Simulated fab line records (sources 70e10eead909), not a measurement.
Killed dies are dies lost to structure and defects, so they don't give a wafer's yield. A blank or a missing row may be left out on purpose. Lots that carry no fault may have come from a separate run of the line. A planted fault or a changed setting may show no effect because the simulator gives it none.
fab line records -- flow nand_harc -- part 1 of 2: steps 1 to 24 of 34
record lots=5, wafers=15, last_day=23
route steps=1159 shown A_WL_FILL@815 A_CONTACT@840
lots that met no fault: from a run of the same line without faults
start_h: the number of hours between the record's first day and the start of the first shown wafer of the lot -- wait_h: hours from the lot's prior step to this one -- " as in the row above -- L1.1+2: one row covering several wafers at once -- - no value, or no start was given -- * or withheld: withheld -- < > ~ a bound
route shown NAME@n: a module of which the file shows steps, and the number in the route of the first -- usual: mean and standard deviation over wafers with no fault -- same: alike in all rows -- chamber/n: place in a boat -- sites: each site's reading -- _std_site: their standard deviation -- _edge_site: inner sites' mean taken away from outer sites' mean -- radius_mm: for every site, how far away it sits from the centre of the wafer -- mask NAME#n: copy n -- behind: the tool/chamber that last shaped the wafer -- hold: why the lot was held/for how many hours/how that ended -- device: transistor that didn't switch, given as n, p or np -- end of line: tests of these same wafers at the route's end -- step lacking rows: just its recipe -- killed: dies lost to structure and defects at the first sort, not the wafer's yield -- map: the dies of a wafer, with x for killed, . for not killed, _ for no die there
set.NAME: the setting that was run; set.NAME@STEP: the one run at that earlier step -- model.NAME: the simulator's own value behind a step, which no gauge read
lots at some steps of the route; a table a step, a row a wafer
services: the hour from which a tool's chamber was out of use, counted from the record's first day as start_h (under 0 if before that day), plus the number of hours and why
## steps
# step NHARC_A_WL_FILL_ETCHBACK_05
# recipe target_depth_a=220, time_s=60, temp_c=40, chemistry=Cl2/BCl3
# usual chamber_pressure_mTorr=9.999/0.0082, drypump_motor_current_A=5.6/0.45, oes_product_au=1.001/0.0083
lot.wafer,tool,chamber,start_h,wait_h,chamber_pressure_mTorr,drypump_motor_current_A,oes_product_au,rf_hours_counter_h
L078.2,rie_metal-03,0,346.09,0.2,10.003,5.0,1.001,1.5
L078.5,rie_metal-03,0,346.09,0.2,9.992,5.0,0.990,-
L078.6,rie_metal-03,1,346.09,0.2,10.005,6.2,0.989,-
L083.4,rie_metal-02,1,385.34,0.1,9.982,6.0,0.992,-
L083.3,rie_metal-02,0,385.34,0.1,9.986,5.5,1.000,-
L083.5,rie_metal-02,1,385.34,0.1,10.006,6.0,0.993,-
L090.2,rie_metal-03,0,432.85,0.2,10.003,5.0,1.003,4.1
L090.1,rie_metal-03,1,432.85,0.2,10.010,6.2,0.986,4.1
L090.4,rie_metal-03,1,432.85,0.2,10.003,6.2,0.977,-
L088.3,rie_metal-01,0,433.16,0.3,9.997,5.2,1.008,-
L088.4,rie_metal-01,0,433.16,0.3,10.018,5.2,0.999,-
L088.6,rie_metal-01,0,433.16,0.3,9.991,5.2,1.006,-
L092.1,rie_metal-02,0,438.85,0.2,9.985,5.5,1.011,1.4
L092.2,rie_metal-02,1,438.85,0.2,10.004,6.0,1.001,1.4
L092.3,rie_metal-02,1,438.85,0.2,10.002,6.0,1.007,-
# step NHARC_A_WL_FILL_STRIP_27
# recipe power_w=1500, temp_c=250, time_s=20, chemistry=N2/H2
# usual drypump_motor_current_A=5.62/0.28, heater_power_w=348/26
lot.wafer,tool,chamber,start_h,wait_h,drypump_motor_current_A,heater_power_w,rf_hours_counter_h
L078.2,plasma_asher-02,0,346.44,0.3,5.31,343,54
L078.5,plasma_asher-02,1,346.44,0.3,5.88,404,-
L078.6,plasma_asher-02,0,346.44,0.3,5.28,345,-
L083.4,plasma_asher-01,1,385.50,0.1,5.46,337,-
L083.3,plasma_asher-01,0,385.50,0.1,5.94,316,-
L083.5,plasma_asher-01,0,385.50,0.1,5.95,319,-
L090.2,plasma_asher-02,1,433.00,0.1,5.84,380,18
L090.1,plasma_asher-02,0,433.00,0.1,5.29,341,18
L090.4,plasma_asher-02,1,433.00,0.1,5.87,384,-
L088.3,plasma_asher-01,1,433.36,0.2,5.46,339,-
L088.4,plasma_asher-01,0,433.36,0.2,5.94,318,-
L088.6,plasma_asher-01,1,433.36,0.2,5.45,336,-
L092.1,plasma_asher-02,1,439.05,0.2,5.84,380,20
L092.2,plasma_asher-02,0,439.05,0.2,5.29,339,20
L092.3,plasma_asher-02,1,439.05,0.2,5.87,374,-
# step NHARC_A_WL_FILL_STRIP_28
# recipe time_s=1200, temp_c=72.5, chemistry=post_etch_residue_remover
lot.wafer,tool,chamber,start_h,wait_h
L078.6+2+5,wet_bench-05,"6,7,0",346.60,0.0
L083.5+4+3,wet_bench-03,"6,1,2",385.63,0.0
L090.1+2+4,wet_bench-03,"7,0,2",433.18,0.1
L088.6+4+3,wet_bench-06,"0,2,3",433.51,0.1
L092.1+3+2,wet_bench-03,"5,6,0",439.25,0.2
# step NHARC_A_WL_FILL_PRECLEAN_06
# recipe time_s=300, chemistry=DIW
lot.wafer,tool,chamber,start_h,wait_h
L078.6+2+5,wet_bench-05,"6,7,0",-,-
L083.5+4+3,wet_bench-03,"6,1,2",-,-
L090.1+2+4,wet_bench-03,"7,0,2",-,-
L088.6+4+3,wet_bench-06,"0,2,3",-,-
L092.1+3+2,wet_bench-03,"5,6,0",-,-
# step NHARC_A_WL_FILL_SRD_07
lot.wafer,tool,chamber,start_h,wait_h
L078.6+2+5,wet_bench-05,"6,7,0",-,-
L083.5+4+3,wet_bench-03,"6,1,2",-,-
L090.1+2+4,wet_bench-03,"7,0,2",-,-
L088.6+4+3,wet_bench-06,"0,2,3",-,-
L092.1+3+2,wet_bench-03,"5,6,0",-,-
# step NHARC_A_WL_FILL_ANNEAL_08
# recipe temp_c=450, time_s=1800
# usual spike_tc_top_C=477.2/2.4, zone_power_upper_pct=5.8/0.7
lot.wafer,tool,chamber,start_h,wait_h,spike_tc_top_C,zone_power_upper_pct
L078.2,furnace-08,0,347.86,-,473.6,4.7
L078.5,furnace-08,0,347.86,-,471.9,4.7
L078.6,furnace-08,0,347.86,-,473.9,4.7
L083.3,furnace-08,0,389.46,-,474.3,4.8
L083.4,furnace-08,0,389.46,-,474.9,4.6
L083.5,furnace-08,0,389.46,-,472.7,4.8
L088.3,furnace-08,0,437.00,-,474.4,4.8
L088.4,furnace-08,0,437.00,-,474.3,4.7
L088.6,furnace-08,0,437.00,-,475.7,4.8
L090.1,furnace-08,0,437.00,-,474.5,4.7
L090.2,furnace-08,0,437.00,-,473.0,4.8
L090.4,furnace-08,0,437.00,-,474.5,4.7
L092.1,furnace-06,0,442.79,-,480.0,6.4
L092.2,furnace-06,0,442.79,-,479.8,6.3
L092.3,furnace-06,0,442.79,-,479.3,6.4
# step NHARC_A_WL_FILL_ALD_10
# recipe target_thk_a=500, pulse_time_s=10, ald_cycles=500, temp_c=300, material=SiO2
# usual heater_power_w=482/45, precursor_pulse_height_rel=1.000/0.018
lot.wafer,tool,chamber,start_h,wait_h,heater_power_w,precursor_pulse_height_rel
L078.2,ald_hk-01,3,350.43,1.1,486,1.028
L078.5,ald_hk-01,1,351.46,2.1,443,0.988
L078.6,ald_hk-01,2,351.46,2.1,460,1.022
L083.3,ald_hk-02,1,392.38,1.5,511,1.020
L083.4,ald_hk-02,2,392.38,1.5,465,0.969
L083.5,ald_hk-02,0,393.94,3.0,607,0.981
L088.3,ald_hk-03,0,438.49,0.1,520,1.016
L088.4,ald_hk-03,1,438.49,0.1,440,1.006
L088.6,ald_hk-03,1,441.07,2.6,432,1.012
L090.2,ald_hk-02,3,439.01,0.6,463,0.995
L090.1,ald_hk-02,0,439.01,0.6,603,1.013
L090.4,ald_hk-02,1,439.01,0.6,505,1.001
L092.1,ald_hk-01,0,444.36,0.1,452,1.007
L092.2,ald_hk-01,1,444.36,0.1,426,1.000
L092.3,ald_hk-01,2,444.36,0.1,471,0.989
# step NHARC_A_WL_FILL_ETCHBACK_16
# recipe target_depth_a=880, time_s=17.6, c4f8_flow_sccm=withheld, o2_flow_sccm=8, ar_flow_sccm=withheld, rf_w=600, bias_w=800, chemistry=C4F8/O2/Ar
# usual chamber_pressure_mTorr=25.001/0.02, oes_product_au=0.97/0.035, rf_vpp_V=725/4.4
lot.wafer,tool,chamber,start_h,wait_h,chamber_pressure_mTorr,oes_product_au,rf_hours_counter_h,rf_vpp_V
L078.2,rie_diel-05,2,-,-,24.972,1.01,0.4,719
L078.5,rie_diel-05,0,-,-,25.052,1.01,-,717
L078.6,rie_diel-05,1,-,-,25.018,0.99,-,725
L083.3,rie_diel-05,2,-,-,24.975,1.00,1.6,719
L083.4,rie_diel-05,3,-,-,25.026,1.01,1.9,730
L083.5,rie_diel-05,3,-,-,25.036,1.01,-,729
L088.4,rie_diel-05,3,-,-,24.998,1.00,4.1,731
L088.3,rie_diel-05,0,-,-,25.009,1.00,3.9,717
L088.6,rie_diel-05,3,-,-,24.980,1.01,-,730
L090.4,rie_diel-08,3,-,-,24.972,0.93,3.1,728
L090.1,rie_diel-08,0,-,-,24.974,0.91,3.1,731
L090.2,rie_diel-08,1,-,-,25.010,0.92,3.3,724
L092.3,rie_diel-08,1,-,-,24.977,0.92,3.4,724
L092.1,rie_diel-08,3,-,-,25.012,0.93,3.2,727
L092.2,rie_diel-08,0,-,-,25.016,0.93,3.2,730
# step NHARC_A_WL_FILL_STRIP_29
# recipe time_s=20, o2_flow_sccm=500, ar_flow_sccm=0, bias_w=0, chemistry=O2
# usual chamber_pressure_mTorr=59.99/0.052, drypump_motor_current_A=5.7/0.55, oes_product_au=0.999/0.008, rf_vpp_V=57.8/0.89, showerhead_plenum_p_Torr=3.58/0.15, throttle_valve_pct=17.037/0.0091
lot.wafer,tool,chamber,start_h,wait_h,chamber_pressure_mTorr,drypump_motor_current_A,oes_product_au,rf_hours_counter_h,rf_vpp_V,showerhead_plenum_p_Torr,throttle_valve_pct
L078.2,rie_diel-05,2,354.15,0.1,59.92,6.0,1.021,0.4,58.4,3.41,17.029
L078.5,rie_diel-05,3,354.15,0.1,59.94,6.4,1.008,-,58.3,3.75,17.026
L078.6,rie_diel-05,0,354.15,0.1,59.88,4.8,1.000,-,57.3,3.32,17.031
L083.4,rie_diel-05,3,396.10,0.1,60.06,6.4,1.007,1.9,58.9,3.75,17.033
L083.3,rie_diel-05,1,396.10,0.1,60.00,5.8,0.997,1.7,58.8,3.62,17.043
L083.5,rie_diel-05,3,396.10,0.1,60.02,6.4,1.003,-,58.0,3.75,17.048
L088.4,rie_diel-05,0,443.24,0.1,59.99,4.8,0.996,3.9,59.6,3.32,17.047
L088.3,rie_diel-05,1,443.24,0.1,60.05,5.8,0.999,3.6,57.0,3.62,17.037
L088.6,rie_diel-05,3,443.24,0.1,59.98,6.4,1.002,-,58.4,3.75,17.040
L090.1,rie_diel-08,2,443.26,0.1,60.06,5.6,0.989,3.3,58.9,3.53,17.038
L090.4,rie_diel-08,3,443.26,0.1,60.03,5.3,1.015,3.1,56.8,3.67,17.039
L090.2,rie_diel-08,0,443.26,0.1,59.99,6.2,0.982,3.1,58.8,3.77,17.035
L092.2,rie_diel-08,2,449.12,0.1,60.09,5.6,0.991,3.4,58.8,3.53,17.043
L092.3,rie_diel-08,3,449.12,0.1,60.05,5.3,1.015,3.2,58.2,3.67,17.043
L092.1,rie_diel-08,0,449.12,0.1,59.98,6.2,0.983,3.2,57.5,3.77,17.038
# step NHARC_A_WL_FILL_ETCHBACK_17
# recipe target_depth_a=40, time_s=26.7, chemistry=Cl2/BCl3
# usual chamber_pressure_mTorr=10.000/0.0091, drypump_motor_current_A=5.6/0.48, oes_product_au=1.001/0.0093
lot.wafer,tool,chamber,start_h,wait_h,chamber_pressure_mTorr,drypump_motor_current_A,oes_product_au,rf_hours_counter_h
L078.2,rie_metal-01,1,354.24,-,10.006,6.2,0.990,0.9
L078.6,rie_metal-01,1,354.24,-,9.994,6.2,1.001,-
L078.5,rie_metal-01,0,354.24,-,9.996,5.2,1.007,-
L083.4,rie_metal-03,0,396.23,-,9.999,5.0,0.999,-
L083.3,rie_metal-03,1,396.23,-,9.995,6.2,0.992,-
L083.5,rie_metal-03,0,396.23,-,10.007,5.0,0.986,-
L090.2,rie_metal-03,0,443.34,-,10.003,5.0,1.003,4.5
L090.1,rie_metal-03,1,443.34,-,10.000,6.2,0.999,4.5
L090.4,rie_metal-03,0,443.34,-,9.994,5.0,1.003,-
L088.4,rie_metal-02,1,443.36,-,10.008,5.9,1.010,-
L088.3,rie_metal-02,0,443.36,-,9.980,5.5,1.010,-
L088.6,rie_metal-02,0,443.36,-,10.007,5.5,1.008,-
L092.1,rie_metal-02,0,449.21,-,9.987,5.5,1.007,1.8
L092.2,rie_metal-02,1,449.21,-,10.023,6.0,1.003,1.8
L092.3,rie_metal-02,1,449.21,-,9.992,6.0,0.993,-
# step NHARC_A_WL_FILL_PRECLEAN_18
# recipe time_s=30, chemistry=dHF
lot.wafer,tool,chamber,start_h,wait_h
L078.6+5+2,wet_bench-06,"2,4,6",354.43,0.1
L083.5+4+3,wet_bench-06,"0,2,5",396.37,0.1
L088.6+3+4,wet_bench-03,"6,7,2",443.51,0.1
L090.2+4+1,wet_bench-05,"1,3,5",443.54,0.2
L092.1+2+3,wet_bench-06,"4,5,6",449.39,0.2
# step NHARC_A_WL_FILL_SRD_21
lot.wafer,tool,chamber,start_h,wait_h
L078.6+5+2,wet_bench-06,"2,4,6",354.45,0.0
L083.5+4+3,wet_bench-06,"0,2,5",396.40,0.0
L088.6+3+4,wet_bench-03,"6,7,2",443.54,0.0
L090.2+4+1,wet_bench-05,"1,3,5",443.56,0.0
L092.1+2+3,wet_bench-06,"4,5,6",449.42,0.0
# step NHARC_A_WL_FILL_CVD_23
# recipe target_thk_a=400, temp_c=620, pressure_mtorr=200, time_s=800, material=poly-Si
# usual spike_tc_top_C=635.4/1.7, zone_power_upper_pct=8.6/0.58
lot.wafer,tool,chamber,start_h,wait_h,spike_tc_top_C,zone_power_upper_pct
L078.2,lpcvd_poly-03,0,356.84,2.4,633.6,8.3
L078.5,lpcvd_poly-03,0,356.84,2.4,634.5,8.3
L078.6,lpcvd_poly-03,0,356.84,2.4,634.8,8.5
L083.3,lpcvd_poly-01,0,399.01,2.6,637.3,8.0
L083.4,lpcvd_poly-01,0,399.01,2.6,635.9,7.9
L083.5,lpcvd_poly-01,0,399.01,2.6,637.3,8.0
L088.3,lpcvd_poly-04,0,445.96,2.4,634.4,9.6
L088.4,lpcvd_poly-04,0,445.96,2.4,633.7,9.4
L088.6,lpcvd_poly-04,0,445.96,2.4,633.9,9.4
L090.1,lpcvd_poly-04,0,445.96,-,635.4,9.6
L090.2,lpcvd_poly-04,0,445.96,-,635.5,9.5
L090.4,lpcvd_poly-04,0,445.96,-,633.9,9.3
L092.1,lpcvd_poly-03,0,451.55,2.1,635.8,8.5
L092.2,lpcvd_poly-03,0,451.55,2.1,633.0,8.4
L092.3,lpcvd_poly-03,0,451.55,2.1,634.1,8.6
# step NHARC_A_WL_FILL_ETCHBACK_26
# recipe target_depth_a=520, time_s=13.3, hbr_flow_sccm=150, rf_w=350, icp_w=350, bias_w=60, chemistry=HBr
# usual chamber_pressure_mTorr=15.000/0.014, drypump_motor_current_A=5.7/0.54, hbr_flow_sccm=150.0/0.44, oes_product_au=0.997/0.0091, throttle_valve_pct=23.265/0.0097
lot.wafer,tool,chamber,start_h,wait_h,chamber_pressure_mTorr,drypump_motor_current_A,hbr_flow_sccm,oes_product_au,rf_hours_counter_h,throttle_valve_pct
L078.2,rie_si-04,1,359.47,0.4,15.013,4.8,150.0,0.982,0.6,23.252
L078.6,rie_si-04,3,359.47,0.4,14.989,6.4,149.8,0.997,-,23.269
L078.5,rie_si-04,0,359.47,0.4,14.977,6.3,150.2,0.993,-,23.265
L083.4,rie_si-02,1,401.62,0.4,15.018,5.6,149.5,0.998,0.1,23.270
L083.3,rie_si-02,0,401.62,0.4,15.009,5.5,150.6,1.010,0.0,23.271
L083.5,rie_si-02,2,401.62,0.4,14.979,5.6,150.0,1.003,-,23.265
L088.4,rie_si-02,2,448.52,0.4,14.982,5.7,149.6,1.004,0.4,23.245
L088.3,rie_si-02,0,448.52,0.4,15.002,5.5,149.8,1.002,0.3,23.250
L088.6,rie_si-02,2,448.52,0.4,15.012,5.7,150.6,1.006,-,23.252
L090.2,rie_si-06,2,448.52,0.4,14.980,5.7,150.1,1.002,0.7,23.270
L090.4,rie_si-06,3,448.52,0.4,15.011,5.8,150.5,1.000,0.5,23.276
L090.1,rie_si-06,1,448.52,0.4,15.001,5.3,149.7,1.014,0.6,23.265
L092.1,rie_si-06,2,454.10,0.4,14.979,5.7,149.7,1.000,0.7,23.283
L092.2,rie_si-06,3,454.10,0.4,15.008,5.8,149.8,0.993,0.6,23.272
L092.3,rie_si-06,0,454.10,0.4,14.985,5.9,149.7,1.010,0.5,23.255
# step NHARC_A_WL_FILL_PRECLEAN_30
# recipe time_s=10, chemistry=dHF
lot.wafer,tool,chamber,start_h,wait_h
L078.2+6+5,wet_bench-06,"6,7,0",359.60,0.1
L083.4+5+3,wet_bench-06,"3,4,6",401.77,0.1
L090.1+2+4,wet_bench-06,"3,5,0",448.66,0.1
L088.4+6+3,wet_bench-05,"6,7,0",448.67,0.1
L092.1+2+3,wet_bench-03,"4,7,0",454.24,0.1
# step NHARC_A_WL_FILL_SRD_14
lot.wafer,tool,chamber,start_h,wait_h
L078.2+6+5,wet_bench-06,"6,7,0",359.62,0.0
L083.4+5+3,wet_bench-06,"3,4,6",401.79,0.0
L090.1+2+4,wet_bench-06,"3,5,0",448.69,0.0
L088.4+6+3,wet_bench-05,"6,7,0",448.69,0.0
L092.1+2+3,wet_bench-03,"4,7,0",454.26,0.0
# step NHARC_A_WL_FILL_ALD_19
# recipe target_thk_a=20, pulse_time_s=3, ald_cycles=100, temp_c=450, material=TiN
# usual heater_power_w=1043/87, precursor_pulse_height_rel=1.001/0.018
lot.wafer,tool,chamber,start_h,wait_h,heater_power_w,precursor_pulse_height_rel
L078.2,ald_metal-02,2,359.74,0.1,1199,0.991
L078.5,ald_metal-02,1,359.74,0.1,984,0.991
L078.6,ald_metal-02,2,359.74,0.1,1196,0.994
L083.4,ald_metal-02,1,401.89,0.1,892,0.990
L083.3,ald_metal-02,2,401.89,0.1,1130,0.990
L083.5,ald_metal-02,1,401.89,0.1,900,1.000
L088.3,ald_metal-03,3,448.79,0.1,1044,1.022
L088.4,ald_metal-03,1,448.79,0.1,1013,1.014
L088.6,ald_metal-03,0,448.79,0.1,990,1.000
L090.2,ald_metal-01,3,448.79,0.1,1060,0.982
L090.1,ald_metal-01,2,448.79,0.1,980,0.990
L090.4,ald_metal-01,2,448.79,0.1,990,1.022
L092.1,ald_metal-03,0,454.37,0.1,1004,0.995
L092.3,ald_metal-03,1,454.37,0.1,995,1.015
L092.2,ald_metal-03,2,454.37,0.1,1086,1.009
# step NHARC_A_WL_FILL_CVD_20
# recipe target_thk_a=750, temp_c=300, pressure_torr=40, wf6_flow_sccm=40, h2_flow_sccm=1600, ar_flow_sccm=1560, time_s=5064, material=W
# usual heater_power_w=508/42, throttle_valve_pct=8.17/0.23
lot.wafer,tool,chamber,start_h,wait_h,heater_power_w,throttle_valve_pct
L078.2,cvd_w-01,0,-,-,540,8.30
L078.6,cvd_w-01,1,-,-,527,7.87
L078.5,cvd_w-01,0,-,-,556,7.99
L083.3,cvd_w-01,1,-,-,517,7.70
L083.4,cvd_w-01,0,-,-,546,8.11
L083.5,cvd_w-01,0,-,-,546,8.10
L090.2,cvd_w-01,1,-,-,532,8.05
L090.1,cvd_w-01,0,-,-,558,8.10
L090.4,cvd_w-01,1,-,-,534,8.08
L088.3,cvd_w-02,1,-,-,499,8.50
L088.4,cvd_w-02,0,-,-,451,8.30
L088.6,cvd_w-02,0,-,-,435,8.53
L092.1,cvd_w-01,1,-,-,525,8.17
L092.2,cvd_w-01,0,-,-,561,8.53
L092.3,cvd_w-01,1,-,-,521,8.07
# step NHARC_A_WL_FILL_CMP_12
# recipe t_overpolish_s=30, target_thk_nm=75
# usual motor_current_A=12.0/1.4, overpolish_run_s=30.000/0.009, slurry_filter_dp_kPa=13.49/0.14, time_to_endpoint_s=15.0/2.5
lot.wafer,tool,chamber,start_h,wait_h,motor_current_A,overpolish_run_s,slurry_filter_dp_kPa,time_to_endpoint_s
L078.2,cmp-04,1,364.94,3.6,13.2,30.004,13.46,15.2
L078.6,cmp-04,0,364.94,3.6,10.6,30.010,13.78,17.3
L078.5,cmp-04,1,364.94,3.6,13.3,30.005,13.40,14.0
L083.3,cmp-03,0,407.13,2.9,11.8,30.010,13.43,15.7
L083.4,cmp-03,1,407.13,2.9,11.3,30.001,13.33,14.9
L083.5,cmp-03,3,407.13,2.9,12.5,29.993,13.70,12.0
L088.3,cmp-02,0,456.67,2.9,15.3,30.005,13.59,13.5
L088.4,cmp-02,1,456.67,2.9,13.5,30.014,13.49,13.3
L088.6,cmp-02,0,456.67,2.9,14.8,30.000,13.71,15.7
L090.2,cmp-04,0,457.13,4.4,10.3,30.001,13.30,19.3
L090.1,cmp-04,1,457.13,4.4,12.7,30.014,13.69,16.4
L090.4,cmp-04,2,457.13,4.4,9.8,30.012,13.58,12.6
L092.3,cmp-02,0,462.67,2.9,15.2,30.002,13.28,12.9
L092.2,cmp-02,1,462.67,2.9,14.4,30.010,13.56,16.4
L092.1,cmp-02,2,462.67,2.9,11.0,30.015,13.33,11.6
# step NHARC_A_WL_FILL_SRD_31
lot.wafer,tool,chamber,start_h,wait_h
L078.5+2+6,wet_bench-05,"1,2,6",365.24,0.0
L083.5+4+3,wet_bench-05,"2,5,6",407.41,0.0
L088.3+6+4,wet_bench-05,"2,3,4",457.00,0.0
L090.2+1+4,wet_bench-06,"7,0,1",457.43,0.0
L092.1+2+3,wet_bench-05,"2,4,7",462.99,0.0
# step NHARC_A_WL_FILL_INSPECT_15
# usual raw_defect_count=386/120
lot.wafer,tool,chamber,start_h,wait_h,raw_defect_count
L078.2,defect_inspect-01,-,365.41,0.0,333
L078.5,defect_inspect-01,-,365.41,0.0,268
L078.6,defect_inspect-01,-,365.41,0.0,308
L083.3,defect_inspect-01,-,407.58,0.1,263
L083.4,defect_inspect-01,-,407.58,0.1,317
L083.5,defect_inspect-01,-,407.58,0.1,212
L088.3,defect_inspect-02,-,457.13,0.0,273
L088.4,defect_inspect-02,-,457.13,0.0,251
L088.6,defect_inspect-02,-,457.13,0.0,382
L090.1,defect_inspect-01,-,457.59,0.0,483
L090.2,defect_inspect-01,-,457.59,0.0,305
L090.4,defect_inspect-01,-,457.59,0.0,340
L092.1,defect_inspect-02,-,463.14,0.0,587
L092.2,defect_inspect-02,-,463.14,0.0,606
L092.3,defect_inspect-02,-,463.14,0.0,808
# step NHARC_A_CONTACT_DEP_24
# recipe target_thk_a=5000, temp_c=400, pressure_torr=6.5, rf_w=900, teos_flow_sccm=161.4, flow_sccm=2650, target_thk_nm=500, gas=O2, material=SiO2
# usual heater_power_w=496/100, throttle_valve_pct=16.2/0.57
lot.wafer,tool,chamber,start_h,wait_h,heater_power_w,throttle_valve_pct
L078.2,pecvd-04,2,365.81,0.4,686,16.9
L078.6,pecvd-04,0,365.81,0.4,524,16.5
L078.5,pecvd-04,1,365.81,0.4,368,16.0
L083.3,pecvd-04,1,407.64,0.1,423,15.9
L083.5,pecvd-04,1,407.64,0.1,444,15.6
L083.4,pecvd-04,0,407.64,0.1,626,15.7
L088.3,pecvd-02,0,457.20,0.1,622,16.9
L088.4,pecvd-02,1,457.20,0.1,426,15.8
L088.6,pecvd-02,2,457.20,0.1,435,16.9
L090.1,pecvd-04,2,457.66,0.1,557,15.9
L090.2,pecvd-04,0,457.66,0.1,554,16.0
L090.4,pecvd-04,2,457.66,0.1,589,16.0
L092.3,pecvd-04,0,463.21,0.1,621,16.1
L092.2,pecvd-04,1,463.21,0.1,425,15.5
L092.1,pecvd-04,2,463.21,0.1,612,16.2
# step NHARC_A_CONTACT_DEP_28
# recipe target_thk_a=36000, temp_c=400, material=aC
# usual throttle_valve_pct=35.001/0.0088
lot.wafer,tool,chamber,start_h,wait_h,throttle_valve_pct
L078.2,acl_dep-03,0,372.22,5.9,35.004
L078.5,acl_dep-03,0,373.33,7.0,35.008
L078.6,acl_dep-03,0,373.33,7.0,35.002
L083.3,acl_dep-01,0,408.98,0.8,34.980
L083.4,acl_dep-01,0,408.98,0.8,34.993
L083.5,acl_dep-01,0,408.98,0.8,35.002
L090.1,acl_dep-03,0,458.42,0.2,35.010
L090.2,acl_dep-03,0,458.42,0.2,34.995
L090.4,acl_dep-03,0,458.42,0.2,34.999
L088.3,acl_dep-01,0,458.54,0.8,34.999
L088.4,acl_dep-01,0,458.54,0.8,35.009
L088.6,acl_dep-01,0,458.54,0.8,35.013
L092.1,acl_dep-02,0,465.81,2.1,35.004
L092.2,acl_dep-02,0,465.81,2.1,34.989
L092.3,acl_dep-02,0,465.81,2.1,35.001
# step NHARC_A_CONTACT_DEP_29
# recipe target_thk_a=700, target_thk_nm=70, temp_c=400, pressure_torr=3.5, flow_sccm=200, rf_w=350, material=SiON
# usual heater_power_w=711/110
lot.wafer,tool,chamber,start_h,wait_h,heater_power_w
L078.2,pecvd-02,1,374.09,1.5,677
L078.5,pecvd-02,2,374.09,1.5,600
L078.6,pecvd-02,0,374.09,1.5,778
L083.3,pecvd-02,2,410.51,1.2,592
L083.5,pecvd-02,2,410.51,1.2,591
L083.4,pecvd-02,0,410.51,1.2,837
L088.3,pecvd-04,2,460.10,1.2,797
L088.4,pecvd-04,1,460.10,1.2,644
L088.6,pecvd-04,2,460.10,1.2,816
L090.1,pecvd-04,2,460.66,1.9,775
L090.2,pecvd-04,1,460.66,1.9,671
L090.4,pecvd-04,2,460.66,1.9,798
L092.1,pecvd-04,0,468.03,1.9,808
L092.3,pecvd-04,1,468.03,1.9,626
L092.2,pecvd-04,2,468.03,1.9,706
